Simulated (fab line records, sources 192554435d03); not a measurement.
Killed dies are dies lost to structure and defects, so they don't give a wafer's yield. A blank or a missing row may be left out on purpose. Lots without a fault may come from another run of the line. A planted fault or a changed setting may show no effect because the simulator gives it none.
fab line records | flow n5_finfet
record lots=6 wafers=18 last_day=17
route steps=1938 shown STI_FIN_REVEAL@188 DUMMY_GATE@212 BEOL_M4@1111 PASSIVATION@1936
lots that met no fault: from a run of the same line without faults
start_h: hours from the record's first day to the start of the lot's first wafer shown | wait_h: hours since the lot's step before | " the same as in the row above | L1.1+2: a row that stands for several wafers | - no value, or no start given | * or withheld: withheld | < > ~ a bound
route shown NAME@n: a module of which the file shows steps, and the number in the route of the first | usual: mean/standard deviation of fault-free wafers | same: alike in all rows | chamber/n: place in a boat | sites: the reading at each site | _std_site: their standard deviation | _edge_site: outer sites' mean less inner sites' | radius_mm: how far each site lies from the wafer's centre | mask NAME#n: copy n | behind: the tool/chamber that last shaped the wafer | hold: why the lot was held/for how many hours/how that ended | device: the transistor (n, p or np) that didn't switch | end of line: the same wafers' tests at the end of the route | a step without rows: its recipe alone | killed: dies lost to structure and defects at the first sort, not the wafer's yield | map: a wafer's dies, x killed, . not, _ none there
set.NAME: the setting as run; set.NAME@STEP: as run at that earlier step | model.NAME: the simulator's own value behind a step, which no gauge read
lots at some steps of the route; a table a step, a row a wafer
services: from which hour (start_h, from the record's first day; less than 0 if before it) a tool's chamber was out of use, for how many hours, and why
## steps
# step N5_STI_FIN_REVEAL_THK_MEAS_05
# usual thk_nm=131.2/1.5
# columns lot.wafer tool chamber start_h wait_h thk_nm
L406.4 film_metro-01 - 33.99 - 129.0
L406.5 " - " " 131.7
L406.6 " - " " 129.6
L407.1 film_metro-02 - 39.42 - 133.8
L407.2 " - " " 133.1
L407.5 " - " " 132.5
L417.1 film_metro-02 - 100.37 - 131.6
L417.2 " - " " 130.9
L417.3 " - " " 133.3
L423.2 film_metro-02 - 136.04 - 131.4
L423.4 " - " " 132.6
L423.6 " - " " 130.8
L424.1 film_metro-01 - 140.98 - 130.7
L424.3 " - " " 131.4
L424.6 " - " " 130.5
L425.1 film_metro-02 - 148.47 - 130.6
L425.5 " - " " 127.8
L425.6 " - " " 130.1
# step N5_STI_FIN_REVEAL_DENSIFY_30
# recipe temp_c=* time_s=* ambient=N2 idle_temp_c=600 ramp_up_c_per_s=150 ramp_down_c_per_s=60 cool_to_c=600
# usual lamp_power_pct=11.53/0.055 wafer_temp_C_max=*
# columns lot.wafer tool chamber start_h wait_h lamp_power_pct wafer_temp_C_max
L406.4 rtp_anneal-02 0 34.21 0.2 11.54 *
L406.5 " 0 " " 11.57 *
L406.6 " 0 " " 11.47 *
L407.1 rtp_anneal-01 0 39.51 0.1 11.48 *
L407.2 " 0 " " 11.43 *
L407.5 " 0 " " 11.52 *
L417.1 rtp_anneal-01 0 100.48 0.1 11.46 *
L417.2 " 0 " " 11.54 *
L417.3 " 0 " " 11.59 *
L423.2 rtp_anneal-01 0 136.09 0.1 11.62 *
L423.4 " 0 " " 11.45 *
L423.6 " 0 " " 11.39 *
L424.1 rtp_anneal-02 0 141.05 0.1 11.46 *
L424.3 " 0 " " 11.55 *
L424.6 " 0 " " 11.57 *
L425.1 rtp_anneal-01 0 148.50 0.0 11.58 *
L425.5 " 0 " " 11.52 *
L425.6 " 0 " " 11.55 *
# step N5_STI_FIN_REVEAL_ETCHBACK_08
# recipe chemistry=C4F6/O2 target=SiO2 target_depth_a=305 time_s=10.167 ion_energy_ev=250 pressure_mtorr=30 source_w=345 bias_w=185 Ar_flow_sccm=300 C4F6_flow_sccm=10 O2_flow_sccm=10
# step N5_STI_FIN_REVEAL_STRIP_24
# recipe chemistry=N2/H2 time_s=90 power_w=100 temp_c=40 pressure_mtorr=100 rf_frequency_hz=6e+07 bias_power_w=3 n2_flow_sccm=300 h2_flow_sccm=300
# usual bias_power_w=3.000/0.011 drypump_motor_current_A=5.8/0.32 oes_product_au=0.81/0.1 rf_vpp_V=45.2/0.81 showerhead_plenum_p_Torr=3.38/0.12 throttle_valve_pct=12.12/0.25
# columns lot.wafer tool chamber start_h wait_h bias_power_w drypump_motor_current_A oes_product_au rf_hours_counter_h rf_vpp_V showerhead_plenum_p_Torr throttle_valve_pct
L406.4 rie_diel-03 3 34.39 0.0 2.984 5.3 0.93 6 45.3 3.48 12.01
L406.5 " 3 " " 3.004 5.3 0.93 - 46.1 3.48 12.01
L406.6 " 0 " " 2.995 5.7 0.71 - 44.9 3.50 12.49
L407.1 rie_diel-03 3 39.77 0.0 2.998 5.3 0.93 8 45.7 3.48 12.03
L407.2 " 2 " " 3.003 6.2 0.90 14 46.5 3.58 12.22
L407.5 " 1 " " 2.995 6.0 0.68 - 45.2 3.33 12.62
L417.1 rie_diel-05 3 100.74 0.0 3.001 5.9 0.80 139 46.2 3.40 12.53
L417.2 " 1 " " 3.006 5.3 0.83 66 45.5 3.57 11.96
L417.3 " 0 " " 3.000 5.6 0.73 194 45.9 3.35 12.19
L423.2 rie_diel-04 2 136.42 0.0 3.003 5.8 0.94 7 44.1 3.34 12.01
L423.4 " 1 " " 3.015 6.0 0.70 173 45.8 3.21 11.97
L423.6 " 0 " " 3.004 5.4 0.71 - 45.5 3.19 12.16
L424.1 rie_diel-03 1 141.39 0.0 2.980 6.0 0.96 11 45.4 3.31 12.07
L424.3 " 2 " " 3.004 6.2 0.82 54 46.3 3.56 12.35
L424.6 " 3 " " 2.997 5.3 0.83 - 45.3 3.46 12.14
L425.1 rie_diel-04 1 148.76 0.0 3.002 6.0 0.70 176 46.0 3.20 11.99
L425.5 " 3 " " 2.988 6.2 0.92 - 46.0 3.28 11.90
L425.6 " 2 " " 2.991 5.9 0.93 - 45.4 3.34 12.02
# step N5_STI_FIN_REVEAL_PRECLEAN_25
# recipe chemistry=SPM time_s=90 temp_c=120 mix=4:1
# step N5_STI_FIN_REVEAL_PRECLEAN_26
# recipe chemistry=SC1 time_s=45 temp_c=46 mix=1:2:100
# step N5_STI_FIN_REVEAL_PRECLEAN_29
# recipe chemistry=DHF time_s=30 temp_c=25 dilution=300:1
# step N5_STI_FIN_REVEAL_SRD_12
# recipe time_s=30 temp_c=23 rinse_liquid=diw dry=ipa_marangoni
# step N5_STI_FIN_REVEAL_RECESS_09
# recipe chemistry=HF/NH3 target=SiO2 afs_cycles=11 target_depth_a=425 temp_c=30 sublimation_temp_c=180 sublimation_time_s=60
# usual drypump_motor_current_A=6.0/0.32
# columns lot.wafer tool chamber start_h wait_h drypump_motor_current_A
L406.4 vapor_etch-02 1 35.13 0.6 5.9
L406.5 " 1 " " 5.8
L406.6 " 0 " " 6.4
L407.1 vapor_etch-02 1 39.99 0.0 5.9
L407.2 " 0 " " 6.4
L407.5 " 1 41.05 1.1 5.9
L417.1 vapor_etch-02 1 100.96 0.0 5.9
L417.2 " 0 " " 6.4
L417.3 " 0 " " 6.4
L423.2 vapor_etch-02 0 136.64 0.0 6.4
L423.4 " 1 " " 5.9
L423.6 " 1 " " 5.9
L424.1 vapor_etch-01 0 141.61 0.0 5.6
L424.3 " 1 " " 5.8
L424.6 " 0 " " 5.5
L425.1 vapor_etch-02 0 148.98 0.0 6.4
L425.5 " 0 150.04 1.1 6.4
L425.6 " 1 " " 5.9
# step N5_STI_FIN_REVEAL_STRIP_16
# recipe chemistry=H3PO4 material=SiNx temp_c=165 target_depth_a=238 overetch_fraction=0.4964 dry=ipa_marangoni
# step N5_STI_FIN_REVEAL_PRECLEAN_17
# recipe chemistry=NF3:NH3 afs_cycles=1 temp_c=30 time_s=20 sublimation_temp_c=180 sublimation_time_s=60 pressure_torr=3 rf_power_w=30
# step N5_STI_FIN_REVEAL_ETCH_34
# recipe chemistry=H2 mode=isotropic material=Si target=Si target_depth_a=9.7 temp_c=20 pressure_mtorr=4.5 icp_w=300 bias_w=0 h2_flow_sccm=7.5 he_flow_sccm=142.5
# usual drypump_motor_current_A=5.7/0.43 oes_product_au=1.001/0.018 rf_fwd_power_W=296.8/0.95 throttle_valve_pct=25.9/0.88
# columns lot.wafer tool chamber start_h wait_h drypump_motor_current_A oes_product_au rf_fwd_power_W rf_hours_counter_h throttle_valve_pct
L406.4 rie_si-06 2 36.69 0.1 5.5 1.004 297.1 5 25.5
L406.5 " 2 " " 5.5 1.007 296.7 - 25.5
L406.6 " 3 " " 5.6 1.012 297.0 - 24.8
L407.1 rie_si-05 2 42.08 0.2 5.7 1.022 295.5 106 25.8
L407.2 " 1 " " 6.0 1.016 298.5 180 24.8
L407.5 " 3 " " 5.4 0.986 296.8 - 26.9
L417.1 rie_si-02 0 103.05 0.2 5.3 1.026 295.6 5 26.3
L417.2 " 2 " " 5.2 0.970 297.7 134 25.1
L417.3 " 1 " " 5.2 1.002 297.7 24 25.6
L423.2 rie_si-02 3 138.73 0.1 6.1 1.005 296.1 85 25.2
L423.4 " 0 " " 5.3 1.022 294.7 6 26.3
L423.6 " 2 " " 5.2 0.980 296.0 - 25.1
L424.1 rie_si-06 2 143.70 0.2 5.5 1.018 297.7 7 25.5
L424.3 " 1 " " 5.5 0.957 297.3 55 27.6
L424.6 " 3 " " 5.6 1.024 296.8 - 24.8
L425.1 rie_si-06 2 151.07 0.2 5.5 1.007 296.4 8 25.5
L425.5 " 0 " " 5.0 1.007 298.3 - 27.0
L425.6 " 3 " " 5.6 1.005 296.5 - 24.8
# step N5_STI_FIN_REVEAL_OXIDATION_31
# recipe chemistry=O2_PLASMA_REMOTE temp_c=150 time_s=20 pressure_mtorr=1000 source_power_w=2000 o2_flow_sccm=3000
# usual drypump_motor_current_A=5.6/0.7 heater_power_w=142/6.1 rf_fwd_power_W=1977/7.4
# columns lot.wafer tool chamber start_h wait_h drypump_motor_current_A heater_power_w rf_fwd_power_W rf_hours_counter_h
L406.4 plasma_asher-01 0 36.77 0.1 6.7 145 1979 -
L406.5 " 0 " " 6.8 142 1979 -
L406.6 " 1 " " 5.0 149 1966 -
L407.1 plasma_asher-01 1 42.14 0.0 5.0 146 1977 74
L407.2 " 0 " " 6.8 147 1978 74
L407.5 " 0 " " 6.7 146 1982 -
L417.1 plasma_asher-02 1 103.15 0.1 5.1 132 1979 44
L417.2 " 0 " " 5.4 140 1977 44
L417.3 " 1 " " 5.1 134 1971 -
L423.2 plasma_asher-01 1 138.79 0.0 5.0 149 1985 85
L423.4 " 1 " " 5.0 152 1982 -
L423.6 " 1 " " 5.0 149 1981 -
L424.1 plasma_asher-02 0 143.76 0.0 5.4 139 1993 59
L424.3 " 0 " " 5.4 139 1985 -
L424.6 " 0 " " 5.4 137 1990 -
L425.1 plasma_asher-01 1 151.13 0.0 5.0 145 1970 88
L425.5 " 1 " " 5.0 147 1975 -
L425.6 " 0 " " 6.7 142 1978 -
# step N5_STI_FIN_REVEAL_PRECLEAN_32
# recipe chemistry=NF3:NH3 afs_cycles=1 temp_c=30 time_s=20 sublimation_temp_c=180 sublimation_time_s=60 pressure_torr=3 rf_power_w=30
# step N5_STI_FIN_REVEAL_STRIP_35
# recipe chemistry=H3PO4 material=Si3N4 temp_c=165 target_depth_a=40 time_s=39
# step N5_STI_FIN_REVEAL_SRD_21
# recipe dry=ipa_marangoni time_s=30 temp_c=23 rinse_liquid=diw
# step N5_STI_FIN_REVEAL_OXIDATION_33
# recipe chemistry=O2_PLASMA_REMOTE temp_c=150 time_s=20 pressure_mtorr=1000 source_power_w=2000 o2_flow_sccm=3000
# usual drypump_motor_current_A=5.5/0.63 heater_power_w=141/6 rf_fwd_power_W=1978/7.5
# columns lot.wafer tool chamber start_h wait_h drypump_motor_current_A heater_power_w rf_fwd_power_W rf_hours_counter_h
L406.4 plasma_asher-02 1 37.12 0.0 5.1 133 1974 -
L406.5 " 0 " " 5.4 134 1986 -
L406.6 " 1 " " 5.1 138 1978 -
L407.1 plasma_asher-02 0 42.60 0.1 5.4 140 1983 31
L407.2 " 1 " " 5.1 133 1975 31
L407.5 " 1 " " 5.1 136 1978 -
L417.1 plasma_asher-02 1 103.51 0.0 5.1 137 1969 44
L417.2 " 0 " " 5.4 141 1981 44
L417.3 " 1 " " 5.1 132 1965 -
L423.2 plasma_asher-01 1 139.14 0.0 5.0 151 1981 85
L423.4 " 0 " " 6.8 143 1978 -
L423.6 " 0 " " 6.8 145 1976 -
L424.1 plasma_asher-01 0 144.20 0.1 6.8 144 1974 87
L424.3 " 0 " " 6.8 145 1976 -
L424.6 " 1 " " 5.0 147 1979 -
L425.1 plasma_asher-02 0 151.48 0.0 5.4 139 1986 61
L425.5 " 1 " " 5.1 132 1961 -
L425.6 " 0 " " 5.4 141 1982 -
# step N5_STI_FIN_REVEAL_CLEAN_19
# recipe chemistry=O3/DIW temp_c=25 time_s=120 o3_ppm=10
# step N5_STI_FIN_REVEAL_SRD_23
# recipe dry=ipa_marangoni time_s=30 temp_c=23 rinse_liquid=diw
# step N5_STI_FIN_REVEAL_CD_MEAS_22
# recipe target_cd_nm=6.238 pitch_nm=28 polarity=line
# usual cd_nm=6.3/0.32
# columns lot.wafer tool chamber start_h wait_h cd_nm
L406.4 cd_sem-02 - 37.27 0.0 6.9
L406.5 " - " " 7.1
L406.6 " - " " 5.8
L407.1 cd_sem-02 - 42.76 0.0 6.6
L407.2 " - " " 6.6
L407.5 " - " " 6.4
L417.1 cd_sem-01 - 103.68 0.0 5.8
L417.2 " - " " 6.3
L417.3 " - " " 5.8
L423.2 cd_sem-01 - 139.31 0.0 6.6
L423.4 " - " " 6.1
L423.6 " - " " 6.7
L424.1 cd_sem-02 - 144.36 0.0 6.3
L424.3 " - " " 5.9
L424.6 " - " " 6.4
L425.1 cd_sem-02 - 151.65 0.0 6.4
L425.5 " - " " 6.3
L425.6 " - " " 6.6
# step N5_STI_FIN_REVEAL_FIN_H_MEAS_10
# usual trench_depth_nm=52.1/1.1
# columns lot.wafer tool chamber start_h wait_h trench_depth_nm
L406.4 ocd-01 - 37.30 0.0 51.3
L406.5 " - " " 51.1
L406.6 " - " " 52.2
L407.1 ocd-02 - 42.79 0.0 51.9
L407.2 " - " " 51.9
L407.5 " - " " 51.9
L417.1 ocd-02 - 103.71 0.0 52.6
L417.2 " - " " 52.8
L417.3 " - " " 51.8
L423.2 ocd-01 - 139.34 0.0 51.1
L423.4 " - " " 49.1
L423.6 " - " " 51.9
L424.1 ocd-01 - 144.39 0.0 52.5
L424.3 " - " " 51.9
L424.6 " - " " 52.4
L425.1 ocd-01 - 151.68 0.0 50.9
L425.5 " - " " 53.9
L425.6 " - " " 51.8
# step N5_STI_FIN_REVEAL_PRECLEAN_18
# recipe chemistry=SC2 time_s=45 temp_c=35 mix=1:1:50
# step N5_STI_FIN_REVEAL_SRD_28
# recipe dry=ipa_marangoni time_s=30 temp_c=23 rinse_liquid=diw
# step N5_STI_FIN_REVEAL_INSPECT_13
# recipe inspect_instrument=darkfield mode=post_clean
# usual raw_defect_count=13/5.7
# columns lot.wafer tool chamber start_h wait_h raw_defect_count
L406.4 defect_inspect-01 - 37.39 0.0 8
L406.5 " - " " 7
L406.6 " - " " 11
L407.1 defect_inspect-02 - 42.89 0.0 15
L407.2 " - " " 14
L407.5 " - " " 9
L417.1 defect_inspect-01 - 103.80 0.0 9
L417.2 " - " " 7
L417.3 " - " " 9
L423.2 defect_inspect-02 - 139.43 0.0 1368
L423.4 " - " " 1263
L423.6 " - " " 1362
L424.1 defect_inspect-02 - 144.49 0.0 20
L424.3 " - " " 14
L424.6 " - " " 14
L425.1 defect_inspect-01 - 151.77 0.0 1369
L425.5 " - " " 1265
L425.6 " - " " 7
# step N5_DUMMY_GATE_PRECLEAN_00
# recipe chemistry=O3/DIW time_s=60 temp_c=22 o3_ppm=10
# step N5_BEOL_M4_RC_MEAS_101
# usual DIBL_N=36.2/2.4 DIBL_P=36.2/2.6 IOFF_N=0.16/0.045 IOFF_P=0.21/0.046 ION_N=674/17 ION_P=463/11 SS_N=71.5/0.77 SS_P=73.1/0.76 VT_N=250/3.9 VT_P=-250/3.9
# columns lot.wafer tool chamber start_h wait_h DIBL_N[mV/V] DIBL_P[mV/V] IOFF_N[nA/um] IOFF_P[nA/um] ION_N[uA/um] ION_P[uA/um] SS_N[mV/dec] SS_P[mV/dec] VT_N[mV] VT_P[mV]
L407.1 prober-02 0 162.63 0.0 36.4 35.7 0.17 0.18 682 463 70.9 73.1 247 -252
L407.2 " 0 " " 38.5 39.4 0.20 0.23 680 459 71.7 73.4 247 -253
L407.5 " 0 " " 35.7 35.6 0.14 0.17 682 463 70.7 73.1 247 -255
L406.4 prober-02 0 165.93 0.5 39.0 39.5 0.19 0.28 677 477 71.6 73.6 247 -245
L406.5 " 0 " " 42.3 43.4 0.26 0.35 689 476 73.0 73.7 243 -243
L406.6 " 0 " " 36.1 35.6 0.13 0.20 673 470 71.4 72.2 253 -247
L417.1 prober-01 0 247.54 0.0 34.5 34.6 0.13 0.20 675 469 70.3 72.8 252 -245
L417.2 " 0 " " 33.8 32.5 0.12 0.17 668 463 70.4 71.4 253 -250
L417.3 " 0 " " 33.3 33.4 0.10 0.17 649 461 70.9 72.2 258 -253
L423.2 prober-02 0 276.78 0.2 37.3 37.7 0.18 0.25 674 461 71.0 74.0 249 -250
L423.4 " 0 " " 37.6 36.3 0.18 0.22 655 439 71.3 73.6 250 -251
L423.6 " 0 " " 36.4 36.0 0.16 0.21 675 461 71.0 72.9 251 -249
L424.1 prober-02 0 279.48 0.0 35.4 34.5 0.15 0.18 678 461 71.1 72.8 250 -248
L424.3 " 0 " " 34.2 32.9 0.12 0.16 658 452 71.2 73.1 251 -252
L424.6 " 0 " " 34.7 34.9 0.14 0.19 673 457 71.0 72.6 251 -250
L425.1 prober-01 0 292.08 0.0 36.8 34.6 0.17 0.21 655 453 72.6 72.8 252 -250
L425.5 " 0 " " 36.9 37.5 0.18 0.25 694 483 71.2 73.4 248 -246
L425.6 " 0 " " 38.8 38.0 0.24 0.25 682 459 73.1 74.0 245 -246
# step N5_PASSIVATION_PROBE_49
# usual defect_limited_yield=91.2/1.4 killed_at_M0_to_M3=33/9.5 killed_at_M4_up=13/4.7 killed_at_contacts=11/5.3 killed_at_front_end=42/12 killed_at_other=5/3.3 killed_dies=104/17 killed_open=67/12 killed_short=33/7.7 sort_bin_4_leakage=0.01/0.058 sort_bin_5_function=5.1/0.94 sort_bin_6_memory=3.3/0.67 sort_bin_8_speed=0.1/1.3 sort_n_pass=1074/24 sort_yield_pct=91.1/2
# same gross_dies=1180 killed_at_back_side=0
# columns lot.wafer tool chamber start_h wait_h defect_limited_yield[%] killed_at_M0_to_M3 killed_at_M4_up killed_at_contacts killed_at_front_end killed_at_other killed_dies killed_open killed_short sort_bin_4_leakage[%] sort_bin_5_function[%] sort_bin_6_memory[%] sort_bin_8_speed[%] sort_n_pass sort_yield_pct[%]
L407.1 prober-01 - 241.57 0.0 90.3 36 14 11 48 5 114 72 41 0 6.1 3.1 0 1066 90.3
L407.2 prober-01 - 241.62 0.1 88.4 30 21 21 55 10 137 85 45 0 6.9 4.2 0 1043 88.4
L407.5 prober-01 - 241.77 0.2 89.3 40 14 14 56 2 126 80 43 0 5.8 4.4 0 1054 89.3
L417.1 prober-02 - 356.95 0.0 92.6 28 17 10 29 3 87 54 23 0 3.7 3.0 0 1093 92.6
L417.2 prober-02 - 357.00 0.1 90.6 42 26 7 34 2 111 64 40 0 5.8 3.1 0 1069 90.6
L417.3 prober-02 - 357.05 0.1 90.3 40 8 9 56 2 115 77 36 0 5.8 3.6 0.1 1065 90.3
L423.2 prober-01 - 392.01 0.1 80.7 27 9 11 176 5 228 48 25 0 10.7 3.7 0 952 80.7
L423.4 prober-01 - 392.11 0.2 78.6 28 12 8 200 5 253 58 31 0 11.9 4.4 0 927 78.6
L423.6 prober-01 - 392.21 0.3 77.5 30 13 19 200 4 266 77 38 0 13.1 5.1 0 914 77.5
L425.1 prober-01 - 398.87 0.0 79.2 40 12 5 182 6 245 52 36 0 12.3 4.6 0 935 79.2
L425.5 prober-01 - 399.07 0.2 78.7 43 9 8 186 5 251 65 32 0 13.8 3.6 0 929 78.7
L425.6 prober-01 - 399.12 0.3 92.7 35 9 8 26 8 86 55 31 0 4.2 2.8 0 1094 92.7
L424.1 prober-02 - 399.12 0.0 93.6 30 8 4 32 1 75 48 27 0 4.2 2.0 0 1105 93.6
L424.3 prober-02 - 399.22 0.1 93.1 24 11 11 27 9 82 51 28 0 4.0 2.9 0 1098 93.1
L424.6 prober-02 - 399.37 0.3 92.3 26 11 7 38 9 91 58 32 0 5.2 2.3 0 1089 92.3
# killed by level:class
L407.1 FIN_SAQP:geometric_particle:open=16 BEOL_M0_SAQP:geometric_particle:short=12 MOL_CONTACT_COAG:geometric_particle:open=9 STI_FIN_REVEAL:geometric_particle:open=8 BEOL_M2:geometric_particle:open=7 FIN_SAQP:geometric_particle:short=4 STI_FIN_REVEAL:geometric_particle:short=4 GATE_CUT:geometric_particle:short=4
L407.2 MOL_CONTACT_COAG:geometric_particle:open=19 BEOL_M0_SAQP:geometric_particle:short=13 FIN_SAQP:geometric_particle:open=12 STI_FIN_REVEAL:geometric_particle:open=9 BEOL_M0_SAQP:geometric_particle:open=8 FIN_SAQP:geometric_particle:short=7 STARTING-WAFER:geometric_particle:open=7 GATE_CUT:geometric_particle:short=6
L407.5 FIN_SAQP:geometric_particle:open=21 FIN_SAQP:geometric_particle:short=14 MOL_CONTACT_COAG:geometric_particle:open=12 BEOL_M2:geometric_particle:open=9 BEOL_M0_SAQP:geometric_particle:short=8 BEOL_M0_SAQP:geometric_particle:open=5 BEOL_M4:geometric_particle:open=5 STI_FIN_REVEAL:geometric_particle:short=4
L417.1 STI_FIN_REVEAL:geometric_particle:open=8 MOL_CONTACT_COAG:geometric_particle:open=8 BEOL_M0_SAQP:geometric_particle:open=8 BEOL_M0_SAQP:geometric_particle:short=7 HKMG_FIN:area_etch=6 BEOL_M2:geometric_particle:open=4 BEOL_M3:geometric_particle:open=4 FIN_SAQP:geometric_particle:open=3
L417.2 BEOL_M4:geometric_particle:open=13 BEOL_M0_SAQP:geometric_particle:short=10 BEOL_M0_SAQP:geometric_particle:open=9 STI_FIN_REVEAL:geometric_particle:open=6 DUMMY_GATE:geometric_particle:open=5 BEOL_M3:geometric_particle:short=5 FIN_SAQP:geometric_particle:open=4 GATE_CUT:geometric_particle:short=4
L417.3 STI_FIN_REVEAL:geometric_particle:open=19 BEOL_M1:geometric_particle:open=13 BEOL_M0_SAQP:geometric_particle:short=10 FIN_SAQP:geometric_particle:open=8 MOL_CONTACT_COAG:geometric_particle:open=8 STI_FIN_REVEAL:geometric_particle:short=6 ILD0:geometric_particle:open=5 BEOL_M0_SAQP:geometric_particle:open=5
L423.2 STI_FIN_REVEAL:unspecified=154 BEOL_M0_SAQP:geometric_particle:open=9 MOL_CONTACT_COAG:geometric_particle:open=8 STI_FIN_REVEAL:geometric_particle:open=7 GATE_CUT:geometric_particle:short=6 BEOL_M1:geometric_particle:open=6 BEOL_M0_SAQP:geometric_particle:short=4 BEOL_M2:geometric_particle:open=4
L423.4 STI_FIN_REVEAL:unspecified=158 BEOL_M0_SAQP:geometric_particle:short=9 BEOL_M2:geometric_particle:open=8 FIN_SAQP:geometric_particle:open=7 MOL_CONTACT_COAG:geometric_particle:open=6 HKMG_FIN:area_etch=6 FIN_SAQP:geometric_particle:short=5 STI_FIN_REVEAL:geometric_particle:open=5
L423.6 STI_FIN_REVEAL:unspecified=151 FIN_SAQP:geometric_particle:open=16 MOL_CONTACT_COAG:geometric_particle:open=12 STI_FIN_REVEAL:geometric_particle:open=11 BEOL_M0_SAQP:geometric_particle:open=7 MOL_CONTACT_COAG:geometric_particle:short=7 BEOL_M0_SAQP:geometric_particle:short=6 BEOL_M4:geometric_particle:open=5
L425.1 STI_FIN_REVEAL:unspecified=157 BEOL_M0_SAQP:geometric_particle:short=11 STI_FIN_REVEAL:geometric_particle:open=8 BEOL_M0_SAQP:geometric_particle:open=7 BEOL_M2:geometric_particle:open=6 MOL_CONTACT_COAG:geometric_particle:open=5 BEOL_M5:geometric_particle:open=5 DUMMY_GATE:geometric_particle:open=4
L425.5 STI_FIN_REVEAL:unspecified=153 STI_FIN_REVEAL:geometric_particle:open=13 BEOL_M3:geometric_particle:open=13 BEOL_M2:geometric_particle:open=10 BEOL_M0_SAQP:geometric_particle:short=7 GATE_CUT:geometric_particle:short=6 MOL_CONTACT_COAG:geometric_particle:open=6 BEOL_M1:geometric_particle:open=5
L424.1 BEOL_M0_SAQP:geometric_particle:short=12 BEOL_M0_SAQP:geometric_particle:open=10 DUMMY_GATE:geometric_particle:open=6 STI_FIN_REVEAL:geometric_particle:open=6 FIN_SAQP:geometric_particle:short=4 BEOL_M4:geometric_particle:open=4 MOL_CONTACT_COAG:geometric_particle:open=4 STARTING-WAFER:geometric_particle:short=4
L425.6 BEOL_M3:geometric_particle:open=11 STI_FIN_REVEAL:geometric_particle:open=7 BEOL_M0_SAQP:geometric_particle:open=7 MOL_CONTACT_COAG:geometric_particle:open=6 FIN_SAQP:geometric_particle:short=5 BEOL_M0_SAQP:geometric_particle:short=5 BEOL_M1:geometric_particle:open=4 BEOL_M2:geometric_particle:open=4
L424.3 MOL_CONTACT_COAG:geometric_particle:open=11 STI_FIN_REVEAL:geometric_particle:open=6 BEOL_M0_SAQP:geometric_particle:short=6 STARTING-WAFER:geometric_particle:short=6 FIN_SAQP:geometric_particle:short=4 BEOL_M0_SAQP:geometric_particle:open=4 BEOL_M1:geometric_particle:open=4 BEOL_M2:geometric_particle:open=4
L424.6 BEOL_M0_SAQP:geometric_particle:open=9 FIN_SAQP:geometric_particle:short=8 DUMMY_GATE:geometric_particle:open=7 BEOL_M4:geometric_particle:open=7 MOL_CONTACT_COAG:geometric_particle:open=6 BEOL_M0_SAQP:geometric_particle:short=5 FIN_SAQP:geometric_particle:open=4 GATE_CUT:geometric_particle:short=4
# map L423.6 (x killed, . not)
_________________..........x.________________
______________.......x.........._____________
___________x............x..........__________
__________....x.......x............._________
________...............x..x.x..x......_______
_______...................x..x.....x...______
______.....xx...x.x..........x...x....x._____
_____............................x.x.....____
____.....x.....x..............x...........___
___..x......xx...............x...x.........__
___........x...............xx.xx...........__
__.......x..........x..xx..xxxxxxx..x.....x._
__........x.............xx.xxxxxxxxxx.x....._
_..........x...x...x....xxxxxxxxxxxx..x..x..x
_.........x..x...x.....xxxxxxxxxxxxxxx.......
_..............x....xxxxxxxxxxxxxxxxxx..xx...
_.......x.......x......xxxxxxxxxxxxxxxx......
_.........x.x.x........xxxxxxxxxxxxxxx.......
_..x.......x.......xxxx.xxxxxxxxxxxxx.x...x.x
_.....x...x............x.xxxxxxxxxxx.x..x...x
_..x.......x.....x.....x.xxxxxxxxxxxx........
__..........................xxxxxxx.x.xx...._
__..........x..x.....x.x..xxxxxx............_
___.x....x........xxx.....x................__
___..........x.x.x....x.....x..............__
____.........x.....x..x.....x.............___
_____..............xxx..................x____
______x.....x.....x...x................._____
_______.x............x......x..........______
________x...............x............._______
__________.x............x..........._________
___________.........xx..........x..__________
______________...x..........x..._____________
_________________.........x..________________
# map L425.5 (x killed, . not)
_________________............________________
______________.................._____________
___________............x...........__________
__________.........x.......x...x...._________
________.x....xxx......x....x........._______
_______...........x....................______
______x..x.......x.........x.......xx..._____
_____....x........x...............x..x...____
____......x..x....x............x..x....xx.___
___.x.......x..x...............x...........__
___............x........x..xxxxxxxx.x....x.__
__..........x.x........xxxxxxxxxx.xxx...x..._
__...x...xx......x.......xxxxxxxxxxx......x._
_...............x..xx.x.xxxxxxxxxxxxx........
_.........x...........xxxxxxxxxxxxxxxxx......
_.......x..x.x.........xxxxxxxxxxxxxxxx.x....
_.......................xxxxxxxxxxxxx..x.x...
_...x...................xxxxxxxxxxxxxxx......
_.....................xxxxxxxxxxxxxx.x.......
_.......................xxxxxxxxxxxxx........
_x.............x.x.......xxxxxxxx.xxx......xx
__x...............x.......xxx.xxxx.........._
__........x.......x.............x...x......._
___.........x.....x....x...................__
___..x...x...x...........................x.__
____..x......x.......x....................___
_____.....................x....xx.....x..____
______x........................x.......x_____
_______............x..........x........______
________..........x...........x.x....._______
__________........x.......x..x.x...._________
___________....x......x..x.......x.__________
______________..............x..._____________
_________________.........x..________________
## services
# columns tool chamber start_h hours kind
rie_si-05 - 13.80 14.6 pm
rie_diel-04 0 26.90 8.8 repair
rie_diel-03 1 29.95 4.0 repair
rie_diel-04 3 32.19 7.1 repair
rtp_anneal-02 - 46.53 1.0 pm
vapor_etch-02 - 55.57 2.8 pm
plasma_asher-01 - 64.56 1.5 repair
plasma_asher-01 - 66.56 2.4 repair
rie_diel-05 2 71.65 3.2 repair
rie_diel-05 1 71.87 4.6 repair
rie_diel-03 1 92.52 - clean
rie_diel-03 1 92.52 - consumable_replace:focus_ring
rie_diel-03 1 92.52 24.2 scheduled_down
rie_diel-03 1 92.52 24.2 vent_cycle
plasma_asher-01 - 96.73 40.1 repair
rie_diel-04 - 102.73 1.1 repair
rie_diel-05 2 126.24 11.1 repair
rie_si-06 - 127.21 2.8 pm
rie_si-06 3 130.57 2.3 repair
rie_diel-03 0 141.00 - clean
rie_diel-03 0 141.00 - consumable_replace:focus_ring
rie_diel-03 0 141.00 21.1 scheduled_down
rie_diel-03 0 141.00 21.1 vent_cycle
rie_si-02 - 141.58 14.6 pm
## key
first_sign step=N5_STI_FIN_REVEAL_INSPECT_13 reading=raw_defect_count direction=up sigmas=99+ usual=13 struck=1325
effect step=N5_PASSIVATION_PROBE_49 reading=killed_at_front_end direction=up sigmas=12 usual=42 struck=189
more_kills_born_at N5_STI_FIN_REVEAL_OXIDATION_31@plasma_asher-01=773
met_at N5_STI_FIN_REVEAL_OXIDATION_31
struck_wafers L423.2,L423.4,L423.6,L425.1,L425.5
onset_between 42.14 138.79
fault kind=chamber_particle_source tool=plasma_asher-01 chamber=1 onset_h=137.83 steps=N5_STI_FIN_REVEAL_OXIDATION_31 rate_per_visit_cm2=2.0624 end_h=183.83
